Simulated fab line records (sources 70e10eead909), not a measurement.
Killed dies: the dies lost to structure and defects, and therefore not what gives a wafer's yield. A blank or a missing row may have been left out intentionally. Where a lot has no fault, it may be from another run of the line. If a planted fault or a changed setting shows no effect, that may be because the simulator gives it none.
fab line records	flow nand_harc
record lots=24	wafers=72	last_day=33
route steps=1302 shown A_CONTACT@1014
lots with no fault: from the same line, run without faults
start_h: start of the lot's first displayed wafer, in hours after the record's first day	wait_h: hours since the lot's step before	" the same as in the row above	L1.1+2: a row that stands for several wafers	- no value, or no start was given	* or withheld: withheld	< > ~ a bound
route shown NAME@n: NAME is a module with steps in the file, n the number in the route of the first one	usual: average and standard deviation across the fault-free wafers	same: alike in all rows	chamber/n: place in a boat	sites: each site's reading	_std_site: the standard deviation of these	_edge_site: mean of outer sites minus mean of inner sites	radius_mm: how far each site lies from the wafer's centre	mask NAME#n: copy n	behind: the most recent tool/chamber to have shaped the wafer	hold: why the lot was held/for how many hours/how that ended	device: whichever transistor did not switch (one of n, p or np)	end of line: the tests these same wafers got at the end of their route	a step with no rows: only its recipe	killed: the dies lost at the first sort to structure and to defects; this is not the yield of the wafer	map: a wafer's dies, x killed, . not, _ none there
set.NAME: setting as actually run; set.NAME@STEP: the setting as run at that earlier step	model.NAME: the simulator's own value behind a step, which no gauge read
one table for each step of the route and one row for each wafer, over a sample of lots
services: a tool's chamber out of use, with start hour (start_h, from the record's first day; less than 0 if before it), hours out, and reason
## steps
# step NHARC_A_CONTACT_ETCH_120
# recipe source_w=withheld	pressure_mtorr=20	bias_v=3000	time_s=190	target_depth_a=18500	ar_flow_sccm=withheld	c4f8_flow_sccm=withheld	o2_flow_sccm=withheld	chemistry=C4F8/O2/Ar
lot.wafer	tool	chamber	start_h	wait_h	rf_hours_counter_h
L074.2	har_cap_etch-01	0	482.31	0.1	125
L074.1	"	1	"	"	125
L074.5	"	1	"	"	-
L076.1	har_cap_etch-03	1	505.04	0.1	44
L076.3	"	1	"	"	-
L076.6	"	0	"	"	-
L075.2	har_cap_etch-02	0	506.85	0.1	88
L075.1	"	1	"	"	88
L075.5	"	0	"	"	-
L077.1	har_cap_etch-01	0	529.77	0.1	3
L077.2	"	1	"	"	3
L077.5	"	1	"	"	-
L079.3	har_cap_etch-03	1	532.90	0.1	-
L079.4	"	0	"	"	-
L079.6	"	1	"	"	-
L078.4	har_cap_etch-02	0	538.41	0.1	-
L078.6	"	1	"	"	-
L078.5	"	0	"	"	-
L082.2	har_cap_etch-01	1	562.38	0.1	9
L082.4	"	0	"	"	-
L082.6	"	1	"	"	-
L081.2	har_cap_etch-03	0	565.00	0.1	54
L081.4	"	0	"	"	-
L081.5	"	1	"	"	-
L080.2	har_cap_etch-02	1	568.23	0.1	99
L080.4	"	1	"	"	-
L080.5	"	1	"	"	-
L083.2	har_cap_etch-01	1	589.53	0.1	14
L083.3	"	1	"	"	-
L083.5	"	1	"	"	-
L084.1	har_cap_etch-03	1	590.10	0.1	59
L084.2	"	0	"	"	59
L084.3	"	0	"	"	-
L085.1	har_cap_etch-02	0	594.52	0.1	104
L085.3	"	0	"	"	-
L085.6	"	1	"	"	-
L086.2	har_cap_etch-01	1	609.93	0.1	18
L086.4	"	0	"	"	-
L086.6	"	1	"	"	-
L087.2	har_cap_etch-02	0	623.97	0.1	109
L087.1	"	1	"	"	109
L087.6	"	0	"	"	-
L088.3	har_cap_etch-02	1	640.45	0.1	-
L088.6	"	1	"	"	-
L088.5	"	0	"	"	-
L089.2	har_cap_etch-03	0	641.67	0.1	67
L089.4	"	0	"	"	-
L089.5	"	1	"	"	-
L090.1	har_cap_etch-03	0	654.91	0.2	70
L090.2	"	1	"	"	70
L090.3	"	1	"	"	-
L091.2	har_cap_etch-01	1	656.20	0.1	27
L091.3	"	0	"	"	-
L091.6	"	0	"	"	-
L092.1	har_cap_etch-01	1	664.87	0.1	30
L092.3	"	0	"	"	-
L092.5	"	0	"	"	-
L093.3	har_cap_etch-02	0	679.36	0.1	-
L093.5	"	1	"	"	-
L093.6	"	0	"	"	-
L094.1	har_cap_etch-01	0	688.67	0.1	35
L094.4	"	1	"	"	-
L094.5	"	0	"	"	-
L095.1	har_cap_etch-03	1	709.27	0.1	79
L095.4	"	1	"	"	-
L095.5	"	1	"	"	-
L096.4	har_cap_etch-01	0	710.82	0.1	-
L096.6	"	0	"	"	-
L096.5	"	1	"	"	-
L097.1	har_cap_etch-03	1	729.94	0.1	83
L097.4	"	0	"	"	-
L097.3	"	1	"	"	-
# step NHARC_A_CONTACT_OVL_MEAS_70
# usual overlay_x_nm=0.0/0.91	overlay_y_nm=0.1/0.79
lot.wafer	tool	chamber	start_h	wait_h	overlay_x_nm	overlay_y_nm
L074.1	overlay-01	-	497.47	-	-0.3	0.4
L074.2	"	-	"	"	0.4	0.7
L074.5	"	-	"	"	0.2	1.0
L076.1	overlay-02	-	511.89	-	0.7	0.0
L076.3	"	-	"	"	-0.1	0.0
L076.6	"	-	"	"	-0.2	-0.1
L075.1	overlay-02	-	514.19	-	0.8	-1.2
L075.2	"	-	"	"	0.9	-1.4
L075.5	"	-	"	"	0.3	-1.0
L077.1	overlay-01	-	536.38	-	0.2	0.7
L077.2	"	-	"	"	1.0	0.9
L077.5	"	-	"	"	0.8	0.9
L079.3	overlay-02	-	539.58	-	-0.1	-0.6
L079.4	"	-	"	"	0.1	-1.3
L079.6	"	-	"	"	-0.4	-0.7
L078.4	overlay-02	-	545.17	-	0.5	1.7
L078.5	"	-	"	"	-0.1	1.2
L078.6	"	-	"	"	0.1	0.8
L082.2	overlay-02	-	569.08	-	0.1	1.5
L082.4	"	-	"	"	-0.2	0.9
L082.6	"	-	"	"	-0.2	1.2
L081.2	overlay-02	-	572.31	-	-1.3	0.1
L081.4	"	-	"	"	-1.1	0.6
L081.5	"	-	"	"	-1.8	-0.1
L080.2	overlay-02	-	574.85	-	0.7	0.4
L080.4	"	-	"	"	0.0	0.3
L080.5	"	-	"	"	1.0	0.4
L084.1	overlay-01	-	597.36	-	0.6	-0.9
L084.2	"	-	"	"	0.4	-1.1
L084.3	"	-	"	"	0.7	-1.3
L083.2	overlay-01	-	600.16	-	-0.3	-0.6
L083.3	"	-	"	"	-0.3	-0.2
L083.5	"	-	"	"	-0.2	-0.2
L085.1	overlay-01	-	603.40	-	-1.0	-0.2
L085.3	"	-	"	"	-1.3	-0.6
L085.6	"	-	"	"	-0.6	-0.4
L086.2	overlay-01	-	617.76	-	1.7	-1.2
L086.4	"	-	"	"	1.7	-1.2
L086.6	"	-	"	"	1.8	-0.9
L087.1	overlay-02	-	630.92	-	-1.5	0.5
L087.2	"	-	"	"	-1.4	0.0
L087.6	"	-	"	"	-1.0	0.0
L088.3	overlay-02	-	647.15	-	0.9	0.6
L088.5	"	-	"	"	1.2	0.0
L088.6	"	-	"	"	0.3	-0.1
L089.2	overlay-02	-	649.00	-	0.9	0.1
L089.4	"	-	"	"	0.6	-0.4
L089.5	"	-	"	"	0.5	-0.2
L090.1	overlay-02	-	662.72	-	0.3	0.4
L090.2	"	-	"	"	0.2	0.5
L090.3	"	-	"	"	0.3	0.6
L091.2	overlay-01	-	662.94	-	0.3	-0.2
L091.3	"	-	"	"	0.6	0.4
L091.6	"	-	"	"	0.8	0.4
L092.1	overlay-01	-	673.51	-	-0.8	0.0
L092.3	"	-	"	"	-0.1	0.0
L092.5	"	-	"	"	-0.2	0.3
L093.3	overlay-02	-	686.52	-	-0.2	0.0
L093.5	"	-	"	"	-0.5	-0.8
L093.6	"	-	"	"	-0.3	0.0
L094.1	overlay-01	-	695.49	-	1.3	-0.5
L094.4	"	-	"	"	1.2	-0.4
L094.5	"	-	"	"	1.1	0.2
L095.1	overlay-02	-	716.19	-	-1.4	-0.3
L095.4	"	-	"	"	-1.5	-0.9
L095.5	"	-	"	"	-1.1	-0.7
L096.4	overlay-01	-	718.01	-	-1.6	0.7
L096.5	"	-	"	"	-1.8	0.8
L096.6	"	-	"	"	-1.4	0.2
L097.1	overlay-02	-	737.70	-	0.8	1.3
L097.3	"	-	"	"	0.5	1.3
L097.4	"	-	"	"	0.4	1.2
# step NHARC_A_CONTACT_ETCH_75
# recipe target_depth_a=390	over_etch_frac=0.3	time_s=65	ion_energy_ev=80	cf4_flow_sccm=150	ar_flow_sccm=0	rf_w=300	bias_w=100	chemistry=CF4
# usual drypump_motor_current_A=5.8/0.56	oes_product_au=0.999/0.013	rf_vpp_V=151.1/1	showerhead_plenum_p_Torr=1.75/0.056	throttle_valve_pct=13.282/0.0099
# same over_etch_frac=0.3
lot.wafer	tool	chamber	start_h	wait_h	drypump_motor_current_A	oes_product_au	rf_hours_counter_h	rf_vpp_V	showerhead_plenum_p_Torr	throttle_valve_pct
L074.2	rie_diel-06	1	497.66	0.1	6.3	0.995	0	153.4	1.85	13.273
L074.1	"	3	"	"	6.5	1.014	0	152.2	1.80	13.284
L074.5	"	1	"	"	6.2	0.993	-	150.8	1.85	13.301
L076.1	rie_diel-06	2	512.08	0.1	5.6	0.991	3	151.0	1.67	13.287
L076.3	"	3	"	"	6.5	1.005	3	150.4	1.80	13.267
L076.6	"	0	"	"	5.0	1.004	-	151.3	1.76	13.280
L075.1	rie_diel-06	3	514.37	0.1	6.5	1.016	4	151.1	1.80	13.280
L075.2	"	0	"	"	5.0	1.005	4	150.7	1.76	13.301
L075.5	"	3	"	"	6.5	1.012	-	150.5	1.80	13.288
L077.2	rie_diel-01	3	536.56	0.1	5.6	1.014	51	150.2	1.73	13.286
L077.1	"	0	"	"	6.3	1.034	53	151.7	1.70	13.279
L077.5	"	0	"	"	6.3	1.041	-	150.7	1.70	13.288
L079.3	rie_diel-06	2	539.76	0.1	5.6	0.994	9	149.4	1.67	13.277
L079.4	"	0	"	"	5.0	0.997	9	152.0	1.75	13.307
L079.6	"	3	"	"	6.5	1.012	-	152.0	1.80	13.267
L078.4	rie_diel-13	0	545.36	0.1	5.4	0.990	7	150.0	1.77	13.293
L078.5	"	3	"	"	6.2	0.983	-	149.1	1.73	13.276
L078.6	"	0	"	"	5.4	0.988	-	150.1	1.77	13.293
L082.4	rie_diel-06	0	569.26	0.1	5.0	0.992	15	152.0	1.75	13.273
L082.2	"	3	"	"	6.5	0.993	14	149.5	1.80	13.286
L082.6	"	1	"	"	6.2	1.003	-	151.7	1.85	13.296
L081.4	rie_diel-13	3	572.50	0.1	6.2	0.976	8	150.8	1.73	13.280
L081.2	"	1	"	"	5.7	1.005	12	151.5	1.71	13.278
L081.5	"	3	"	"	6.2	0.977	-	150.4	1.73	13.283
L080.2	rie_diel-13	3	575.07	0.1	6.2	0.980	9	151.9	1.73	13.277
L080.4	"	1	"	"	5.6	0.999	-	152.8	1.71	13.267
L080.5	"	3	"	"	6.2	0.966	-	150.6	1.73	13.294
L084.1	rie_diel-01	2	597.54	0.1	5.2	0.996	10	151.7	1.75	13.285
L084.2	"	3	"	"	5.6	1.033	12	150.3	1.72	13.293
L084.3	"	1	"	"	4.8	0.984	9	149.6	1.74	13.281
L083.3	rie_diel-06	2	600.34	0.1	5.6	0.998	18	151.1	1.67	13.287
L083.2	"	0	"	"	5.0	0.998	21	149.7	1.75	13.278
L083.5	"	2	"	"	5.6	0.995	-	151.6	1.67	13.281
L085.1	rie_diel-06	3	603.58	0.1	6.5	1.003	21	150.9	1.80	13.266
L085.3	"	0	"	"	5.0	0.998	22	151.1	1.75	13.285
L085.6	"	3	"	"	6.5	1.008	-	151.8	1.80	13.269
L086.2	rie_diel-13	1	617.95	0.1	5.7	1.001	25	150.4	1.71	13.294
L086.4	"	3	"	"	6.3	0.978	27	151.6	1.73	13.281
L086.6	"	0	"	"	5.4	0.989	-	151.6	1.76	13.284
L087.1	rie_diel-06	3	631.11	0.1	6.5	0.994	26	152.0	1.80	13.289
L087.2	"	1	"	"	6.2	0.983	26	152.2	1.84	13.276
L087.6	"	3	"	"	6.5	1.006	-	152.3	1.80	13.297
L088.3	rie_diel-06	0	647.33	0.1	5.0	1.002	28	151.9	1.75	13.262
L088.6	"	0	"	"	5.0	1.003	-	151.5	1.75	13.285
L088.5	"	1	"	"	6.2	1.004	-	153.3	1.84	13.288
L089.2	rie_diel-06	2	649.19	0.1	5.6	0.996	27	148.6	1.67	13.293
L089.4	"	3	"	"	6.5	1.008	29	151.5	1.79	13.300
L089.5	"	0	"	"	5.0	1.006	-	150.5	1.75	13.267
L090.1	rie_diel-01	1	662.90	0.1	4.8	0.994	29	150.1	1.73	13.286
L090.2	"	2	"	"	5.3	0.991	30	152.4	1.74	13.277
L090.3	"	3	"	"	5.6	1.037	30	149.6	1.72	13.259
L091.2	rie_diel-13	0	663.12	0.1	5.4	1.000	49	151.7	1.76	13.298
L091.3	"	2	"	"	5.9	0.972	43	150.1	1.70	13.283
L091.6	"	0	"	"	5.4	0.995	-	150.7	1.76	13.294
L092.1	rie_diel-06	0	673.70	0.1	5.0	0.996	0	150.0	1.75	13.273
L092.3	"	1	"	"	6.2	0.998	0	152.4	1.84	13.296
L092.5	"	2	"	"	5.6	1.003	-	149.7	1.67	13.293
L093.3	rie_diel-06	0	686.70	0.1	5.0	0.988	3	151.8	1.75	13.285
L093.6	"	3	"	"	6.5	0.993	-	151.2	1.79	13.285
L093.5	"	0	"	"	5.0	0.991	-	151.6	1.75	13.284
L094.4	rie_diel-06	0	695.75	0.1	5.0	1.011	4	151.6	1.75	13.284
L094.1	"	1	"	"	6.2	0.995	5	153.3	1.84	13.275
L094.5	"	2	"	"	5.6	1.002	-	150.5	1.66	13.292
L095.4	rie_diel-06	2	716.37	0.1	5.6	1.023	9	149.8	1.66	13.272
L095.1	"	0	"	"	5.0	1.007	8	151.3	1.75	13.282
L095.5	"	2	"	"	5.6	1.003	-	150.4	1.66	13.272
L096.4	rie_diel-06	2	718.19	0.1	5.6	1.010	10	149.6	1.66	13.279
L096.6	"	1	"	"	6.3	1.001	-	151.2	1.84	13.287
L096.5	"	2	"	"	5.6	1.006	-	149.4	1.66	13.270
L097.1	rie_diel-06	3	737.88	0.1	6.5	0.985	12	151.9	1.79	13.302
L097.3	"	0	"	"	5.0	0.986	12	151.4	1.74	13.273
L097.4	"	2	"	"	5.6	1.003	13	149.5	1.66	13.272
# step NHARC_A_CONTACT_ETCH_78
# recipe target_depth_a=53000	over_etch_frac=0.3	time_s=1378	ion_energy_ev=150	o2_flow_sccm=400	cos_flow_sccm=20	ar_flow_sccm=0	rf_w=500	bias_w=300	chemistry=O2/COS
# usual drypump_motor_current_A=5.8/0.55	oes_product_au=1.000/0.013	rf_vpp_V=313.8/1.7	showerhead_plenum_p_Torr=3.09/0.1	throttle_valve_pct=28.330/0.009
# same over_etch_frac=0.3
lot.wafer	tool	chamber	start_h	wait_h	drypump_motor_current_A	oes_product_au	rf_hours_counter_h	rf_vpp_V	showerhead_plenum_p_Torr	throttle_valve_pct
L074.2	rie_diel-06	0	-	-	5.0	1.008	0	312.2	3.10	28.320
L074.1	"	2	"	"	5.6	0.988	1	312.4	2.95	28.324
L074.5	"	1	"	"	6.2	0.990	-	316.1	3.27	28.334
L076.3	rie_diel-06	2	-	-	5.6	0.986	4	311.7	2.95	28.332
L076.1	"	3	"	"	6.5	1.010	3	315.1	3.18	28.340
L076.6	"	2	"	"	5.6	0.991	-	311.7	2.95	28.322
L075.1	rie_diel-06	0	-	-	5.0	1.001	5	314.4	3.10	28.327
L075.2	"	1	"	"	6.2	1.006	5	314.7	3.27	28.335
L075.5	"	2	"	"	5.6	0.985	-	311.7	2.95	28.345
L077.1	rie_diel-01	0	-	-	6.3	1.032	54	314.0	2.99	28.323
L077.2	"	1	"	"	4.8	0.970	50	313.8	3.07	28.323
L077.5	"	1	"	"	4.9	0.971	-	313.4	3.07	28.345
L079.3	rie_diel-06	1	-	-	6.2	1.007	10	315.5	3.27	28.332
L079.4	"	2	"	"	5.6	0.988	10	311.9	2.95	28.333
L079.6	"	0	"	"	5.0	1.000	-	314.8	3.10	28.326
L078.4	rie_diel-13	3	-	-	6.3	0.983	3	312.1	3.06	28.334
L078.6	"	3	"	"	6.2	0.984	-	313.6	3.06	28.342
L078.5	"	0	"	"	5.4	0.979	-	314.6	3.13	28.325
L082.2	rie_diel-06	1	-	-	6.2	0.995	16	317.0	3.26	28.330
L082.4	"	2	"	"	5.6	0.989	15	312.6	2.94	28.332
L082.6	"	0	"	"	5.0	0.988	-	313.7	3.09	28.316
L081.4	rie_diel-13	0	-	-	5.4	0.998	13	313.3	3.12	28.338
L081.2	"	1	"	"	5.7	1.003	13	313.5	3.01	28.323
L081.5	"	0	"	"	5.4	0.991	-	314.5	3.12	28.325
L080.2	rie_diel-13	1	-	-	5.7	1.008	14	312.0	3.01	28.323
L080.5	"	1	"	"	5.7	0.999	-	311.3	3.01	28.328
L080.4	"	0	"	"	5.4	0.991	-	313.9	3.12	28.337
L084.2	rie_diel-01	0	-	-	6.3	1.026	11	312.0	2.98	28.328
L084.1	"	1	"	"	4.8	0.994	9	313.7	3.06	28.340
L084.3	"	2	"	"	5.3	1.003	11	313.3	3.09	28.340
L083.2	rie_diel-06	3	-	-	6.5	1.012	21	316.1	3.17	28.331
L083.3	"	2	"	"	5.6	0.985	18	312.0	2.94	28.316
L083.5	"	0	"	"	5.0	1.001	-	312.9	3.09	28.334
L085.1	rie_diel-06	3	-	-	6.5	1.019	22	315.1	3.17	28.321
L085.3	"	1	"	"	6.2	1.001	23	316.4	3.26	28.332
L085.6	"	3	"	"	6.5	1.015	-	315.1	3.17	28.335
L086.4	rie_diel-13	3	-	-	6.3	0.986	28	312.6	3.05	28.336
L086.2	"	1	"	"	5.7	1.011	26	311.5	3.01	28.333
L086.6	"	3	"	"	6.3	0.989	-	313.1	3.05	28.333
L087.2	rie_diel-06	3	-	-	6.5	1.002	27	315.5	3.17	28.336
L087.1	"	0	"	"	5.0	1.008	27	314.0	3.09	28.334
L087.6	"	3	"	"	6.5	1.010	-	314.4	3.17	28.311
L088.3	rie_diel-06	0	-	-	5.0	1.015	29	314.6	3.09	28.345
L088.6	"	2	"	"	5.6	1.002	-	310.6	2.94	28.311
L088.5	"	3	"	"	6.5	1.012	-	316.3	3.17	28.338
L089.4	rie_diel-06	1	-	-	6.2	0.988	30	314.5	3.26	28.321
L089.2	"	2	"	"	5.6	1.004	27	312.9	2.94	28.317
L089.5	"	2	"	"	5.6	0.996	-	312.6	2.94	28.326
L090.3	rie_diel-01	0	-	-	6.3	1.024	29	312.8	2.97	28.329
L090.1	"	1	"	"	4.8	0.987	29	313.6	3.05	28.317
L090.2	"	2	"	"	5.2	0.989	31	315.7	3.08	28.321
L091.3	rie_diel-13	0	-	-	5.4	0.995	50	313.7	3.11	28.343
L091.2	"	2	"	"	5.9	0.977	43	313.1	3.01	28.336
L091.6	"	1	"	"	5.7	1.013	-	312.9	3.00	28.331
L092.3	rie_diel-06	2	-	-	5.6	0.999	1	311.2	2.94	28.337
L092.1	"	0	"	"	5.0	1.012	0	314.8	3.08	28.335
L092.5	"	2	"	"	5.6	1.013	-	311.3	2.94	28.312
L093.3	rie_diel-06	0	-	-	5.0	0.996	3	312.9	3.08	28.309
L093.5	"	1	"	"	6.2	0.990	-	315.3	3.25	28.335
L093.6	"	2	"	"	5.6	1.010	-	311.5	2.94	28.331
L094.1	rie_diel-06	0	-	-	5.0	0.996	4	313.2	3.08	28.322
L094.4	"	1	"	"	6.2	0.994	5	314.5	3.25	28.340
L094.5	"	1	"	"	6.2	0.998	-	315.0	3.25	28.328
L095.1	rie_diel-06	0	-	-	5.0	1.011	8	314.0	3.08	28.329
L095.4	"	2	"	"	5.6	1.012	10	311.5	2.93	28.343
L095.5	"	1	"	"	6.2	1.006	-	316.4	3.25	28.346
L096.4	rie_diel-06	1	-	-	6.3	1.002	10	316.1	3.25	28.335
L096.5	"	3	"	"	6.5	0.987	-	313.6	3.16	28.334
L096.6	"	0	"	"	5.0	0.994	-	314.6	3.08	28.335
L097.4	rie_diel-06	0	-	-	5.0	1.001	12	313.4	3.08	28.322
L097.1	"	2	"	"	5.6	1.006	13	310.6	2.93	28.326
L097.3	"	3	"	"	6.5	1.003	13	316.4	3.16	28.325
# step NHARC_A_CONTACT_DEP_85
# recipe target_thk_a=600	target_thk_nm=60	temp_c=400	pressure_torr=3.5	flow_sccm=200	rf_w=350	material=SiON
# usual heater_power_w=764/78	susceptor_temp_C=399.99/0.22
lot.wafer	tool	chamber	start_h	wait_h	heater_power_w	susceptor_temp_C
L074.2	pecvd-03	0	504.81	1.3	841	400.03
L074.1	"	2	"	"	821	400.00
L074.5	"	0	"	"	829	399.87
L076.3	pecvd-03	2	520.87	0.9	874	399.84
L076.1	"	0	"	"	848	400.00
L076.6	"	1	"	"	756	399.92
L075.2	pecvd-01	1	521.72	1.2	699	399.93
L075.1	"	2	"	"	783	399.55
L075.5	"	1	"	"	685	399.95
L077.1	pecvd-03	1	543.50	1.5	807	399.58
L077.2	"	2	"	"	793	399.87
L077.5	"	0	"	"	871	400.27
L079.3	pecvd-02	1	550.93	0.9	745	399.65
L079.6	"	2	"	"	797	399.63
L079.4	"	0	"	"	706	399.81
L078.4	pecvd-01	0	554.73	0.8	658	400.39
L078.5	"	1	"	"	698	400.05
L078.6	"	2	"	"	735	399.72
L082.2	pecvd-02	1	576.09	1.2	780	400.06
L082.6	"	0	"	"	676	400.15
L082.4	"	1	"	"	777	399.85
L081.2	pecvd-02	2	579.28	1.2	818	400.04
L081.5	"	2	"	"	824	399.77
L081.4	"	1	"	"	821	400.36
L080.2	pecvd-01	2	582.36	1.2	750	399.88
L080.5	"	2	"	"	751	400.15
L080.4	"	0	"	"	579	399.57
L084.3	pecvd-03	2	606.59	0.9	790	399.98
L084.2	"	0	"	"	801	400.02
L084.1	"	1	"	"	843	400.12
L083.3	pecvd-03	1	611.08	0.9	738	399.63
L083.2	"	0	"	"	690	400.32
L083.5	"	2	"	"	864	400.11
L085.1	pecvd-02	1	613.76	1.5	915	400.08
L085.3	"	2	"	"	859	400.02
L085.6	"	2	"	"	712	399.78
L086.2	pecvd-03	1	625.13	1.2	724	399.90
L086.6	"	2	"	"	808	400.33
L086.4	"	0	"	"	846	400.18
L087.1	pecvd-01	2	637.87	1.4	753	400.08
L087.2	"	0	"	"	704	399.29
L087.6	"	2	"	"	723	400.10
L088.3	pecvd-01	2	654.10	0.9	705	399.94
L088.5	"	0	"	"	649	399.88
L088.6	"	1	"	"	593	399.78
L089.2	pecvd-03	1	655.94	1.2	810	399.88
L089.5	"	1	"	"	822	400.05
L089.4	"	0	"	"	794	400.32
L090.3	pecvd-02	2	676.44	0.9	852	400.00
L090.2	"	0	"	"	808	399.88
L090.1	"	1	"	"	800	400.10
L091.3	pecvd-03	1	676.57	0.9	766	400.08
L091.2	"	0	"	"	813	400.04
L091.6	"	2	"	"	860	399.77
L092.1	pecvd-02	2	680.67	1.5	807	399.72
L092.3	"	1	"	"	872	400.00
L092.5	"	0	"	"	730	399.96
L093.3	pecvd-02	0	693.51	0.9	748	400.10
L093.5	"	2	"	"	757	399.79
L093.6	"	0	"	"	738	400.20
L094.1	pecvd-03	2	702.57	1.5	853	399.85
L094.4	"	1	"	"	840	400.26
L094.5	"	0	"	"	731	400.46
L095.1	pecvd-01	0	723.18	1.5	623	399.99
L095.5	"	0	"	"	638	399.90
L095.4	"	1	"	"	656	399.93
L096.5	pecvd-02	0	725.06	0.4	715	399.80
L096.4	"	1	"	"	776	400.19
L096.6	"	2	"	"	792	400.11
L097.1	pecvd-03	0	747.39	1.5	798	400.05
L097.3	"	1	"	"	700	399.94
L097.4	"	1	"	"	705	399.87
# step NHARC_A_CONTACT_INSPECT_10
# usual raw_defect_count=83/35
lot.wafer	tool	chamber	start_h	wait_h	raw_defect_count
L074.1	defect_inspect-01	-	505.68	0.1	87
L074.2	"	-	"	"	71
L074.5	"	-	"	"	70
L076.1	defect_inspect-02	-	521.57	0.0	45
L076.3	"	-	"	"	57
L076.6	"	-	"	"	65
L075.1	defect_inspect-02	-	522.57	0.0	67
L075.2	"	-	"	"	71
L075.5	"	-	"	"	76
L077.1	defect_inspect-01	-	544.19	0.0	112
L077.2	"	-	"	"	104
L077.5	"	-	"	"	86
L079.3	defect_inspect-02	-	551.72	0.0	18
L079.4	"	-	"	"	23
L079.6	"	-	"	"	19
L078.4	defect_inspect-02	-	555.49	0.0	103
L078.5	"	-	"	"	112
L078.6	"	-	"	"	97
L082.2	defect_inspect-02	-	576.75	0.0	31
L082.4	"	-	"	"	30
L082.6	"	-	"	"	23
L081.2	defect_inspect-02	-	580.00	0.0	131
L081.4	"	-	"	"	105
L081.5	"	-	"	"	128
L080.2	defect_inspect-02	-	583.20	0.0	162
L080.4	"	-	"	"	158
L080.5	"	-	"	"	158
L084.1	defect_inspect-02	-	607.31	0.0	40
L084.2	"	-	"	"	42
L084.3	"	-	"	"	37
L083.2	defect_inspect-02	-	611.93	0.0	121
L083.3	"	-	"	"	128
L083.5	"	-	"	"	127
L085.1	defect_inspect-01	-	614.48	0.0	69
L085.3	"	-	"	"	81
L085.6	"	-	"	"	79
L086.2	defect_inspect-02	-	625.82	0.0	92
L086.4	"	-	"	"	86
L086.6	"	-	"	"	84
L087.1	defect_inspect-01	-	638.72	0.0	100
L087.2	"	-	"	"	94
L087.6	"	-	"	"	72
L088.3	defect_inspect-01	-	654.95	0.0	71
L088.5	"	-	"	"	63
L088.6	"	-	"	"	66
L089.2	defect_inspect-02	-	656.79	0.0	101
L089.4	"	-	"	"	110
L089.5	"	-	"	"	96
L090.1	defect_inspect-01	-	677.29	0.0	95
L090.2	"	-	"	"	77
L090.3	"	-	"	"	75
L091.2	defect_inspect-02	-	677.44	0.0	104
L091.3	"	-	"	"	95
L091.6	"	-	"	"	115
L092.1	defect_inspect-01	-	681.39	0.0	78
L092.3	"	-	"	"	67
L092.5	"	-	"	"	72
L093.3	defect_inspect-01	-	694.33	0.0	125
L093.5	"	-	"	"	120
L093.6	"	-	"	"	144
L094.1	defect_inspect-02	-	703.40	0.0	74
L094.4	"	-	"	"	69
L094.5	"	-	"	"	65
L095.1	defect_inspect-02	-	724.00	0.0	43
L095.4	"	-	"	"	46
L095.5	"	-	"	"	45
L096.4	defect_inspect-02	-	725.84	0.0	111
L096.5	"	-	"	"	107
L096.6	"	-	"	"	120
L097.1	defect_inspect-01	-	748.24	0.0	54
L097.3	"	-	"	"	73
L097.4	"	-	"	"	58
## services
tool	chamber	start_h	hours	kind
pecvd-02	0	461.64	21.0	repair
rie_diel-06	-	484.24	9.0	pm
pecvd-02	-	488.13	0.5	repair
pecvd-02	0	491.80	23.2	repair
pecvd-01	-	492.07	13.0	pm
har_cap_etch-01	-	497.00	17.0	pm
har_cap_etch-02	-	515.90	0.5	repair
rie_diel-13	-	519.00	9.0	pm
rie_diel-01	-	539.76	0.4	repair
pecvd-03	-	547.00	13.0	pm
rie_diel-01	-	560.59	9.0	pm
pecvd-03	0	571.66	3.6	repair
rie_diel-06	2	586.16	8.3	repair
pecvd-02	-	589.01	13.0	pm
har_cap_etch-01	-	624.35	0.1	repair
har_cap_etch-03	-	648.00	0.6	repair
rie_diel-13	3	648.51	3.9	repair
rie_diel-06	-	661.24	9.0	pm
rie_diel-01	1	671.97	9.8	repair
pecvd-01	-	673.07	13.0	pm
rie_diel-13	-	696.00	9.0	pm
rie_diel-01	3	716.07	5.5	repair
pecvd-03	-	728.00	13.0	pm
har_cap_etch-01	-	742.47	0.1	repair
## key
fault none
